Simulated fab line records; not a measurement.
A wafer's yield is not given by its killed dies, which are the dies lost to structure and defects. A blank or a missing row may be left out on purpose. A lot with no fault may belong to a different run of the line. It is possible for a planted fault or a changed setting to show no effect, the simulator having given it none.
fab line records | flow nand-harc
record lots=24 wafers=72 last-day=34
route steps=1302 shown A_CHANNEL_FILL_D1@509 A_CHANNEL_HOLE_D2@570
lots with no fault: from the same line, run without faults
start-h: hours from the record's first day to the start of the lot's first wafer shown | wait-h: hours since the lot's step before | " identical to the entry in the row above | L1.1+2: a single row standing in for several wafers | - either no value or no given start | * or withheld: withheld | < > ~ a bound
route shown NAME@n: a module of which the file shows steps, and the number in the route of the first | usual: average and standard deviation across the fault-free wafers | same: alike in all rows | chamber/n: place in a boat | sites: readings site by site | _std_site: standard deviation of those values | _edge_site: outer sites' mean less inner sites' | radius-mm: how far each site lies from the wafer's centre | mask NAME#n: copy n | behind: tool/chamber where the wafer was last shaped | hold: what put the lot on hold/how long, in hours/how the hold closed | device: transistor that didn't switch, given as n, p or np | end of line: tests run on the same wafers once the route is complete | for a step that has no rows: nothing shown but its recipe | killed: not the wafer's yield, but the dies lost to structure and defects at the first sort | map: dies across one wafer; x = killed, . = not, _ = none there
set.NAME: the setting as run; set.NAME@STEP: as run at that earlier step | model.NAME: the simulator's own value behind a step, which no gauge read
one table for each step of the route and one row for each wafer, over a sample of lots
services: from which hour (start-h, from the record's first day; less than 0 if before it) a tool's chamber was out of use, for how many hours, and why
## steps
# step NHARC_A_CHANNEL_FILL_D1_STRIP_29
# recipe time-s=20 o2-flow-sccm=500 ar-flow-sccm=0 bias-w=0 chemistry=O2
# usual drypump-motor-current-A=5.8/0.34 mfc-ar-sccm=0.010/0.014 oes-product-au=0.995/0.013 rf-vpp-V=57.7/0.89 showerhead-plenum-p-Torr=3.49/0.12 throttle-valve-pct=17.038/0.0097
# columns lot.wafer tool chamber start-h wait-h drypump-motor-current-A mfc-ar-sccm oes-product-au rf-hours-counter-h rf-vpp-V showerhead-plenum-p-Torr throttle-valve-pct
L075.3 rie-diel-01 2 - - 5.4 0 0.990 2.1 59.3 3.67 17.036
L075.5 " 1 " " 5.4 0.030 0.991 - 58.1 3.54 17.035
L075.6 " 2 " " 5.4 0 0.999 - 56.7 3.67 17.034
L074.4 rie-diel-01 0 - - 5.7 0.030 0.989 3.1 58.8 3.43 17.032
L074.1 " 3 " " 6.2 0 1.013 2.1 57.0 3.35 17.040
L074.6 " 0 " " 5.7 0.030 0.974 - 56.6 3.43 17.044
L076.3 rie-diel-13 2 254.71 0.2 6.0 0 0.998 3.8 56.1 3.35 17.032
L076.6 " 3 " " 5.4 0 0.983 - 59.5 3.69 17.022
L076.5 " 1 " " 5.7 0.029 1.020 - 58.5 3.47 17.043
L078.4 rie-diel-13 1 - - 5.7 0.029 1.021 3.9 58.5 3.47 17.055
L078.5 " 3 " " 5.4 0 0.961 - 59.6 3.69 17.034
L078.6 " 0 " " 6.2 0 0.996 - 56.8 3.60 17.047
L077.2 rie-diel-13 3 - - 5.4 0 0.972 4.4 59.4 3.69 17.052
L077.3 " 0 " " 6.2 0 1.011 3.0 57.4 3.60 17.058
L077.5 " 2 " " 6.0 0 1.007 - 58.0 3.35 17.044
L079.2 rie-diel-02 2 - - 5.7 0 1.008 3.6 57.6 3.49 17.040
L079.4 " 3 " " 5.4 0.000 0.998 3.8 56.1 3.53 17.044
L079.1 " 0 " " 6.6 0.033 0.995 3.2 58.1 3.40 17.047
L080.3 rie-diel-13 2 - - 6.0 0 1.017 4.5 58.0 3.35 17.042
L080.1 " 0 " " 6.2 0 1.007 3.4 56.6 3.60 17.030
L080.5 " 2 " " 6.0 0 1.006 - 57.4 3.35 17.022
L081.2 rie-diel-13 1 - - 5.8 0.029 0.999 5.0 58.1 3.47 17.040
L081.1 " 3 " " 5.4 0 0.973 5.2 58.8 3.68 17.024
L081.3 " 0 " " 6.3 0 0.985 4.0 58.1 3.60 17.056
L082.1 rie-diel-01 1 - - 5.4 0.030 0.991 6.3 57.2 3.54 17.046
L082.3 " 3 " " 6.2 0 1.018 5.0 58.0 3.35 17.045
L082.5 " 2 " " 5.5 0 0.991 - 57.3 3.67 17.033
L083.2 rie-diel-02 1 - - 5.9 0.017 1.016 5.2 57.9 3.32 17.029
L083.5 " 1 " " 5.9 0.017 1.012 - 56.0 3.32 17.038
L083.6 " 2 " " 5.7 0 0.993 - 55.9 3.49 17.045
L084.4 rie-diel-13 3 - - 5.4 0 0.981 6.9 57.6 3.68 17.030
L084.3 " 0 " " 6.2 0 0.993 5.8 58.4 3.60 17.031
L084.5 " 0 " " 6.2 0 0.997 - 59.4 3.60 17.032
L086.2 rie-diel-02 1 - - 6.0 0.017 1.012 5.8 56.2 3.32 17.031
L086.6 " 2 " " 5.7 0 1.015 - 57.9 3.49 17.032
L086.5 " 3 " " 5.4 0.000 0.991 - 57.2 3.53 17.049
L085.3 rie-diel-13 1 340.77 0.2 5.8 0.029 1.016 6.8 58.6 3.47 17.062
L085.5 " 2 " " 6.0 0 0.995 - 57.4 3.35 17.044
L085.4 " 3 " " 5.4 0 0.979 - 58.5 3.68 17.042
L087.1 rie-diel-13 0 - - 6.3 0 1.005 0.1 58.6 3.60 17.040
L087.4 " 1 " " 5.7 0.029 0.991 0.1 57.3 3.47 17.038
L087.2 " 3 " " 5.4 0 0.973 0.1 57.2 3.68 17.037
L089.3 rie-diel-01 1 - - 5.4 0.030 0.984 9.3 57.2 3.54 17.031
L089.2 " 3 " " 6.2 0 0.995 6.6 57.0 3.35 17.035
L089.6 " 0 " " 5.8 0.030 0.989 - 57.5 3.43 17.026
L088.3 rie-diel-13 0 - - 6.2 0 0.991 0.9 57.1 3.60 17.042
L088.4 " 1 " " 5.8 0.029 0.990 0.9 56.6 3.47 17.042
L088.6 " 0 " " 6.2 0 1.003 - 57.6 3.60 17.056
L090.3 rie-diel-02 3 - - 5.4 0.000 0.989 9.7 56.3 3.53 17.050
L090.2 " 0 " " 6.5 0.033 1.007 8.7 57.9 3.40 17.030
L090.1 " 1 " " 6.0 0.017 0.996 9.3 56.2 3.32 17.042
L091.2 rie-diel-13 0 406.28 0.1 6.3 0 1.017 1.1 58.1 3.60 17.046
L091.3 " 1 " " 5.8 0.029 0.998 2.9 58.2 3.47 17.046
L091.1 " 2 " " 6.0 0 0.990 2.7 57.6 3.35 17.047
L092.2 rie-diel-02 0 - - 6.5 0.033 1.001 0.1 56.5 3.40 17.051
L092.1 " 1 " " 6.0 0.017 1.005 0.1 56.3 3.32 17.019
L092.5 " 1 " " 6.0 0.017 0.998 - 56.7 3.32 17.052
L093.2 rie-diel-13 0 417.69 0.1 6.3 0 1.001 1.7 58.6 3.60 17.032
L093.1 " 1 " " 5.7 0.029 0.997 3.5 57.2 3.47 17.045
L093.5 " 1 " " 5.7 0.029 0.997 - 58.8 3.47 17.045
L095.3 rie-diel-02 3 - - 5.4 0.000 1.009 1.7 57.2 3.53 17.034
L095.2 " 1 " " 5.9 0.017 1.005 1.4 57.7 3.32 17.042
L095.1 " 2 " " 5.7 0 0.995 1.5 59.0 3.48 17.027
L094.1 rie-diel-13 0 442.83 0.2 6.2 0 0.999 2.9 57.9 3.60 17.025
L094.3 " 2 " " 6.0 0 0.999 4.5 56.8 3.35 17.046
L094.5 " 3 " " 5.4 0 0.973 - 58.7 3.68 17.029
L096.1 rie-diel-01 0 451.90 0.1 5.7 0.030 0.999 5.8 57.4 3.42 17.037
L096.3 " 3 " " 6.2 0 0.997 5.8 56.3 3.35 17.040
L096.4 " 0 " " 5.8 0.030 1.010 - 58.7 3.42 17.059
L097.2 rie-diel-13 2 - - 6.0 0 0.992 5.4 58.0 3.35 17.038
L097.5 " 1 " " 5.8 0.029 0.990 - 58.1 3.46 17.040
L097.6 " 2 " " 6.0 0 0.977 - 55.2 3.35 17.034
# step NHARC_A_CHANNEL_FILL_D1_INSPECT_13
# usual raw-defect-count=333/150
# columns lot.wafer tool chamber start-h wait-h raw-defect-count
L075.3 defect-inspect-01 - 250.62 0.0 313
L075.5 " - " " 432
L075.6 " - " " 544
L074.1 defect-inspect-01 - 253.12 0.0 181
L074.4 " - " " 206
L074.6 " - " " 328
L076.3 defect-inspect-02 - 260.69 0.0 534
L076.5 " - " " 469
L076.6 " - " " 490
L078.4 defect-inspect-02 - 272.06 0.0 159
L078.5 " - " " 178
L078.6 " - " " 169
L077.2 defect-inspect-01 - 283.23 0.0 298
L077.3 " - " " 218
L077.5 " - " " 233
L080.1 defect-inspect-01 - 295.66 0.0 343
L080.3 " - " " 325
L080.5 " - " " 347
L079.1 defect-inspect-02 - 295.66 0.0 307
L079.2 " - " " 242
L079.4 " - " " 248
L081.1 defect-inspect-02 - 308.86 0.0 193
L081.2 " - " " 287
L081.3 " - " " 328
L082.1 defect-inspect-01 - 323.87 0.0 256
L082.3 " - " " 155
L082.5 " - " " 158
L083.2 defect-inspect-01 - 336.33 0.0 230
L083.5 " - " " 226
L083.6 " - " " 277
L084.3 defect-inspect-01 - 342.90 0.0 316
L084.4 " - " " 272
L084.5 " - " " 274
L086.2 defect-inspect-01 - 346.70 0.0 259
L086.5 " - " " 279
L086.6 " - " " 362
L085.3 defect-inspect-01 - 346.70 0.0 203
L085.4 " - " " 333
L085.5 " - " " 165
L087.1 defect-inspect-01 - 366.09 0.0 196
L087.2 " - " " 375
L087.4 " - " " 288
L089.2 defect-inspect-02 - 378.82 0.0 540
L089.3 " - " " 571
L089.6 " - " " 557
L088.3 defect-inspect-02 - 378.83 0.0 231
L088.4 " - " " 330
L088.6 " - " " 229
L090.1 defect-inspect-01 - 399.80 0.0 296
L090.2 " - " " 393
L090.3 " - " " 354
L091.1 defect-inspect-02 - 414.94 0.0 301
L091.2 " - " " 280
L091.3 " - " " 478
L092.1 defect-inspect-02 - 418.04 0.0 285
L092.2 " - " " 378
L092.5 " - " " 386
L093.1 defect-inspect-01 - 423.69 0.0 180
L093.2 " - " " 157
L093.5 " - " " 277
L095.1 defect-inspect-01 - 444.73 0.0 171
L095.2 " - " " 351
L095.3 " - " " 936
L094.1 defect-inspect-01 - 448.80 0.0 282
L094.3 " - " " 222
L094.5 " - " " 317
L096.1 defect-inspect-02 - 458.14 0.0 715
L096.3 " - " " 291
L096.4 " - " " 410
L097.2 defect-inspect-01 - 472.81 0.0 475
L097.5 " - " " 231
L097.6 " - " " 487
# step NHARC_A_CHANNEL_HOLE_D2_DEP_00
# recipe target-thk-a=31000 temp-c=400 material=aC
# usual throttle-valve-pct=34.999/0.0086
# columns lot.wafer tool chamber start-h wait-h throttle-valve-pct
L074.1 acl-dep-03 0 295.96 0.1 34.998
L074.4 " 0 " " 35.008
L074.6 " 0 " " 35.013
L075.3 acl-dep-01 0 296.61 0.7 34.997
L075.5 " 0 " " 35.001
L075.6 " 0 " " 34.998
L076.3 acl-dep-02 0 315.98 1.0 34.984
L076.5 " 0 " " 34.989
L076.6 " 0 " " 34.996
L077.2 acl-dep-01 0 331.04 0.9 34.994
L077.3 " 0 " " 35.008
L077.5 " 0 " " 35.001
L078.4 acl-dep-03 0 331.08 1.0 35.001
L078.5 " 0 " " 34.983
L078.6 " 0 " " 34.995
L080.1 acl-dep-03 0 350.86 0.2 35.007
L080.3 " 0 " " 34.991
L080.5 " 0 " " 35.008
L079.1 acl-dep-02 0 350.96 0.2 35.017
L079.2 " 0 " " 35.003
L079.4 " 0 " " 35.004
L081.1 acl-dep-02 0 359.20 0.2 35.007
L081.2 " 0 " " 35.002
L081.3 " 0 " " 34.983
L082.1 acl-dep-02 0 373.88 0.1 34.997
L082.3 " 0 " " 34.999
L082.5 " 0 " " 34.999
L083.2 acl-dep-02 0 392.68 4.2 34.984
L083.5 " 0 " " 34.999
L083.6 " 0 " " 35.007
L086.2 acl-dep-03 0 392.75 4.3 35.006
L086.5 " 0 " " 34.993
L086.6 " 0 " " 34.992
L084.3 acl-dep-03 0 394.96 2.2 34.992
L084.4 " 0 " " 34.990
L084.5 " 0 " " 35.003
L085.3 acl-dep-01 0 396.25 3.5 34.999
L085.4 " 0 " " 34.999
L085.5 " 0 " " 35.004
L087.1 acl-dep-01 0 413.36 0.1 35.007
L087.2 " 0 " " 35.025
L087.4 " 0 " " 34.996
L088.3 acl-dep-01 0 433.65 1.6 34.997
L088.4 " 0 " " 34.991
L088.6 " 0 " " 35.004
L089.2 acl-dep-03 0 434.78 2.7 35.001
L089.3 " 0 " " 35.000
L089.6 " 0 " " 35.007
L090.1 acl-dep-03 0 447.89 1.7 35.001
L090.2 " 0 " " 34.992
L090.3 " 0 " " 34.996
L091.1 acl-dep-02 0 461.46 0.1 34.993
L091.2 " 0 " " 35.002
L091.3 " 0 " " 34.992
L092.1 acl-dep-01 0 461.70 0.1 35.006
L092.2 " 0 " " 34.997
L092.5 " 0 " " 35.005
L093.1 acl-dep-01 0 476.68 1.3 34.991
L093.2 " 0 " " 35.006
L093.5 " 0 " " 34.981
L094.1 acl-dep-02 0 500.19 2.2 34.988
L094.3 " 0 " " 35.000
L094.5 " 0 " " 35.000
L095.1 acl-dep-03 0 500.21 2.2 35.006
L095.2 " 0 " " 35.002
L095.3 " 0 " " 34.985
L096.1 acl-dep-02 0 507.22 2.5 34.999
L096.3 " 0 " " 34.999
L096.4 " 0 " " 34.989
L097.2 acl-dep-03 0 521.70 1.9 34.987
L097.5 " 0 " " 34.989
L097.6 " 0 " " 35.010
# step NHARC_A_CHANNEL_HOLE_D2_INSPECT_12
# usual raw-defect-count=31/24
# columns lot.wafer tool chamber start-h wait-h raw-defect-count
L074.1 defect-inspect-02 - 298.72 0.0 5
L074.4 " - " " 3
L074.6 " - " " 6
L075.3 defect-inspect-01 - 298.87 0.0 57
L075.5 " - " " 70
L075.6 " - " " 56
L076.3 defect-inspect-02 - 318.02 0.0 58
L076.5 " - " " 72
L076.6 " - " " 51
L078.4 defect-inspect-02 - 332.89 0.0 7
L078.5 " - " " 5
L078.6 " - " " 3
L077.2 defect-inspect-02 - 333.48 0.0 43
L077.3 " - " " 54
L077.5 " - " " 51
L080.1 defect-inspect-02 - 353.62 0.0 12
L080.3 " - " " 5
L080.5 " - " " 11
L079.1 defect-inspect-01 - 353.77 0.0 63
L079.2 " - " " 60
L079.4 " - " " 68
L081.1 defect-inspect-01 - 362.01 0.0 57
L081.2 " - " " 57
L081.3 " - " " 56
L082.1 defect-inspect-02 - 376.63 0.0 7
L082.3 " - " " 7
L082.5 " - " " 7
L083.2 defect-inspect-01 - 395.20 0.0 65
L083.5 " - " " 54
L083.6 " - " " 56
L086.2 defect-inspect-02 - 395.35 0.0 12
L086.5 " - " " 8
L086.6 " - " " 10
L084.3 defect-inspect-01 - 397.06 0.0 9
L084.4 " - " " 17
L084.5 " - " " 11
L085.3 defect-inspect-02 - 398.26 0.0 63
L085.4 " - " " 53
L085.5 " - " " 55
L087.1 defect-inspect-02 - 416.19 0.0 17
L087.2 " - " " 9
L087.4 " - " " 20
L088.3 defect-inspect-01 - 435.66 0.0 56
L088.4 " - " " 65
L088.6 " - " " 64
L089.2 defect-inspect-01 - 437.25 0.0 5
L089.3 " - " " 21
L089.6 " - " " 11
L090.1 defect-inspect-02 - 450.55 0.0 57
L090.2 " - " " 57
L090.3 " - " " 56
L091.1 defect-inspect-02 - 464.10 0.0 21
L091.2 " - " " 11
L091.3 " - " " 17
L092.1 defect-inspect-02 - 464.45 0.1 63
L092.2 " - " " 60
L092.5 " - " " 53
L093.1 defect-inspect-02 - 479.44 0.0 22
L093.2 " - " " 22
L093.5 " - " " 19
L095.1 defect-inspect-02 - 502.92 0.0 14
L095.2 " - " " 22
L095.3 " - " " 23
L094.1 defect-inspect-01 - 503.07 0.0 7
L094.3 " - " " 10
L094.5 " - " " 9
L096.1 defect-inspect-02 - 509.84 0.0 24
L096.3 " - " " 24
L096.4 " - " " 31
L097.2 defect-inspect-02 - 524.15 0.0 7
L097.5 " - " " 8
L097.6 " - " " 4
# step NHARC_A_CHANNEL_HOLE_D2_CD_MEAS_18
# usual cd-nm=99.1/2.7
# columns lot.wafer tool chamber start-h wait-h cd-nm
L074.1 cd-sem-03 - 299.88 - 99.3
L074.4 " - " " 96.6
L074.6 " - " " 99.6
L075.3 cd-sem-01 - 300.04 - 95.8
L075.5 " - " " 95.3
L075.6 " - " " 98.4
L076.3 cd-sem-03 - 319.20 - 103.0
L076.5 " - " " 101.0
L076.6 " - " " 94.7
L078.4 cd-sem-02 - 334.07 - 100.9
L078.5 " - " " 100.4
L078.6 " - " " 102.5
L077.2 cd-sem-03 - 334.65 - 97.7
L077.3 " - " " 100.0
L077.5 " - " " 99.3
L080.1 cd-sem-03 - 354.78 - 101.5
L080.3 " - " " 103.8
L080.5 " - " " 98.2
L079.1 cd-sem-01 - 354.93 - 102.1
L079.2 " - " " 97.2
L079.4 " - " " 100.7
L081.1 cd-sem-02 - 363.18 - 95.6
L081.2 " - " " 100.2
L081.3 " - " " 96.4
L082.1 cd-sem-02 - 377.82 - 97.5
L082.3 " - " " 101.1
L082.5 " - " " 99.5
L083.2 cd-sem-03 - 396.57 - 103.5
L083.5 " - " " 97.4
L083.6 " - " " 99.4
L086.2 cd-sem-02 - 396.73 - 100.1
L086.5 " - " " 99.9
L086.6 " - " " 99.1
L084.3 cd-sem-01 - 398.23 - 99.4
L084.4 " - " " 96.5
L084.5 " - " " 100.7
L085.3 cd-sem-01 - 399.44 - 102.2
L085.4 " - " " 94.1
L085.5 " - " " 100.2
L087.1 cd-sem-01 - 417.35 - 96.2
L087.2 " - " " 100.0
L087.4 " - " " 98.4
L088.3 cd-sem-01 - 436.83 - 101.9
L088.4 " - " " 98.3
L088.6 " - " " 99.8
L089.2 cd-sem-02 - 438.63 - 101.8
L089.3 " - " " 101.4
L089.6 " - " " 100.4
L090.1 cd-sem-01 - 451.73 - 90.9
L090.2 " - " " 97.2
L090.3 " - " " 103.7
L091.1 cd-sem-03 - 465.27 - 99.1
L091.2 " - " " 106.8
L091.3 " - " " 95.1
L092.1 cd-sem-03 - 465.62 - 100.8
L092.2 " - " " 100.2
L092.5 " - " " 100.7
L093.1 cd-sem-02 - 480.62 - 100.6
L093.2 " - " " 99.3
L093.5 " - " " 96.7
L095.1 cd-sem-01 - 504.09 - 100.4
L095.2 " - " " 98.8
L095.3 " - " " 103.1
L094.1 cd-sem-03 - 504.24 - 95.4
L094.3 " - " " 95.5
L094.5 " - " " 102.4
L096.1 cd-sem-03 - 511.03 - 94.9
L096.3 " - " " 98.7
L096.4 " - " " 96.2
L097.2 cd-sem-03 - 525.32 - 103.4
L097.5 " - " " 97.8
L097.6 " - " " 97.7
# step NHARC_A_CHANNEL_HOLE_D2_ETCH_21
# recipe bias-v=3000 source-w=withheld pressure-mtorr=20 time-s=514.3 ar-flow-sccm=375 c4f8-flow-sccm=89.3 o2-flow-sccm=35.7 temp-c=-20 target-depth-a=16000 chemistry=C4F8/O2/Ar
# usual drypump-motor-current-A=6.1/0.5 mfc-ar-sccm=375.1/1.2 showerhead-plenum-p-Torr=3.67/0.17 throttle-valve-pct=32.155/0.0092
# columns lot.wafer tool chamber start-h wait-h drypump-motor-current-A mfc-ar-sccm rf-hours-counter-h showerhead-plenum-p-Torr throttle-valve-pct
L074.1 har-etch-01 1 300.39 0.3 6.6 374.7 153 3.70 32.157
L074.4 " 0 " " 6.5 375.6 - 3.55 32.157
L074.6 " 1 " " 6.6 373.3 - 3.70 32.155
L075.3 har-etch-02 1 300.82 0.3 6.1 374.5 - 3.51 32.154
L075.6 " 1 " " 6.1 374.9 - 3.51 32.140
L075.5 " 0 " " 5.3 376.6 - 3.53 32.157
L076.3 har-etch-02 0 319.85 0.3 5.3 374.8 - 3.52 32.157
L076.6 " 0 " " 5.3 374.8 - 3.52 32.139
L076.5 " 1 " " 6.1 373.9 - 3.51 32.175
L078.4 har-etch-02 0 334.70 0.3 5.3 375.7 - 3.52 32.153
L078.6 " 0 " " 5.3 375.4 - 3.52 32.161
L078.5 " 1 " " 6.1 374.7 - 3.50 32.133
L077.2 har-etch-01 0 337.35 0.3 6.4 376.4 176 3.54 32.136
L077.3 " 1 " " 6.6 376.0 - 3.69 32.164
L077.5 " 1 " " 6.6 377.4 - 3.69 32.154
L080.1 har-etch-02 1 355.28 0.3 6.1 375.4 383 3.49 32.153
L080.3 " 0 " " 5.3 374.1 - 3.51 32.147
L080.5 " 1 " " 6.1 374.3 - 3.49 32.136
L079.1 har-etch-01 0 358.41 0.3 6.4 375.0 187 3.53 32.151
L079.2 " 1 " " 6.6 375.1 187 3.68 32.152
L079.4 " 1 " " 6.6 375.7 - 3.68 32.154
L081.1 har-etch-02 1 364.12 0.3 6.1 375.8 390 3.49 32.157
L081.2 " 0 " " 5.3 375.0 406 3.51 32.153
L081.3 " 0 " " 5.3 377.3 - 3.51 32.157
L082.1 har-etch-01 1 378.32 0.3 6.6 376.6 199 3.67 32.140
L082.3 " 0 " " 6.4 374.6 - 3.53 32.151
L082.5 " 1 " " 6.6 374.7 - 3.67 32.152
L083.2 har-etch-02 1 398.66 0.3 6.1 373.9 4 3.93 32.144
L083.6 " 0 " " 5.3 373.3 - 3.93 32.156
L083.5 " 1 " " 6.1 375.1 - 3.93 32.166
L086.2 har-etch-01 1 399.16 0.3 6.5 373.6 214 3.67 32.169
L086.5 " 1 " " 6.5 375.9 - 3.67 32.144
L086.6 " 0 " " 6.4 374.0 - 3.52 32.160
L084.4 har-etch-02 1 402.90 0.3 6.1 377.5 - 3.93 32.157
L084.3 " 0 " " 5.3 374.4 - 3.93 32.151
L084.5 " 0 " " 5.3 374.3 - 3.93 32.160
L085.4 har-etch-02 1 407.09 0.3 6.1 376.0 - 3.93 32.171
L085.3 " 0 " " 5.3 375.3 - 3.93 32.172
L085.5 " 0 " " 5.3 374.8 - 3.93 32.160
L087.2 har-etch-01 0 419.10 0.3 6.5 373.4 229 3.51 32.151
L087.1 " 1 " " 6.6 376.4 229 3.66 32.159
L087.4 " 1 " " 6.6 375.6 - 3.66 32.144
L088.4 har-etch-01 1 437.47 0.3 6.6 374.5 - 3.65 32.145
L088.3 " 0 " " 6.4 376.2 - 3.51 32.157
L088.6 " 0 " " 6.4 375.5 - 3.51 32.150
L089.2 har-etch-02 0 441.21 0.3 5.3 375.4 31 3.92 32.173
L089.3 " 1 " " 6.1 375.4 - 3.92 32.152
L089.6 " 0 " " 5.3 373.3 - 3.92 32.157
L090.1 har-etch-01 0 452.24 0.3 6.4 377.3 245 3.50 32.154
L090.2 " 1 " " 6.6 375.4 245 3.65 32.151
L090.3 " 0 " " 6.4 375.7 - 3.50 32.145
L091.1 har-etch-01 0 465.77 0.3 6.4 375.0 252 3.50 32.148
L091.2 " 1 " " 6.6 377.4 252 3.65 32.153
L091.3 " 0 " " 6.4 374.9 - 3.50 32.155
L092.1 har-etch-02 1 466.12 0.3 6.1 376.1 46 3.91 32.164
L092.2 " 0 " " 5.3 374.5 46 3.91 32.154
L092.5 " 0 " " 5.3 373.8 - 3.91 32.169
L093.2 har-etch-01 1 483.54 0.3 6.6 372.7 264 3.64 32.168
L093.1 " 0 " " 6.4 376.6 264 3.49 32.159
L093.5 " 0 " " 6.5 375.7 - 3.49 32.163
L095.1 har-etch-01 1 504.59 0.3 6.6 375.1 272 3.64 32.158
L095.2 " 0 " " 6.5 375.7 272 3.49 32.160
L095.3 " 1 " " 6.6 374.9 - 3.63 32.164
L094.1 har-etch-02 1 504.74 0.3 6.1 374.3 65 3.90 32.167
L094.3 " 1 " " 6.1 373.4 - 3.90 32.166
L094.5 " 1 " " 6.1 374.3 - 3.90 32.154
L096.1 har-etch-01 0 513.04 0.3 6.5 374.5 280 3.48 32.146
L096.3 " 1 " " 6.6 375.7 - 3.63 32.147
L096.4 " 0 " " 6.4 376.1 - 3.49 32.145
L097.2 har-etch-02 1 525.81 0.3 6.1 375.2 76 3.89 32.145
L097.6 " 1 " " 6.1 376.8 - 3.89 32.148
L097.5 " 0 " " 5.3 376.2 - 3.89 32.150
## services
# columns tool chamber start-h hours kind
rie-diel-13 0 229.93 25.6 repair
rie-diel-01 - 233.51 2.1 repair
acl-dep-02 - 247.90 13.0 pm
rie-diel-13 0 258.43 4.5 repair
rie-diel-13 0 270.06 1.5 repair
acl-dep-03 - 301.63 13.0 pm
rie-diel-01 3 324.84 8.7 repair
rie-diel-13 0 339.18 2.3 repair
rie-diel-13 - 342.00 9.0 pm
acl-dep-01 - 371.68 13.0 pm
har-etch-02 - 377.00 17.0 pm
rie-diel-02 3 379.94 3.2 repair
rie-diel-13 0 384.74 17.7 repair
rie-diel-02 - 384.79 0.2 repair
rie-diel-02 - 393.70 9.0 pm
rie-diel-13 3 398.67 6.3 repair
rie-diel-13 - 398.89 0.2 repair
rie-diel-13 3 405.76 22.8 repair
rie-diel-13 1 425.11 18.1 repair
acl-dep-02 - 430.49 13.0 pm
rie-diel-02 - 453.64 6.2 repair
rie-diel-13 2 479.21 5.5 repair
acl-dep-03 - 483.64 13.0 pm
rie-diel-13 - 519.00 9.0 pm
## key
fault none
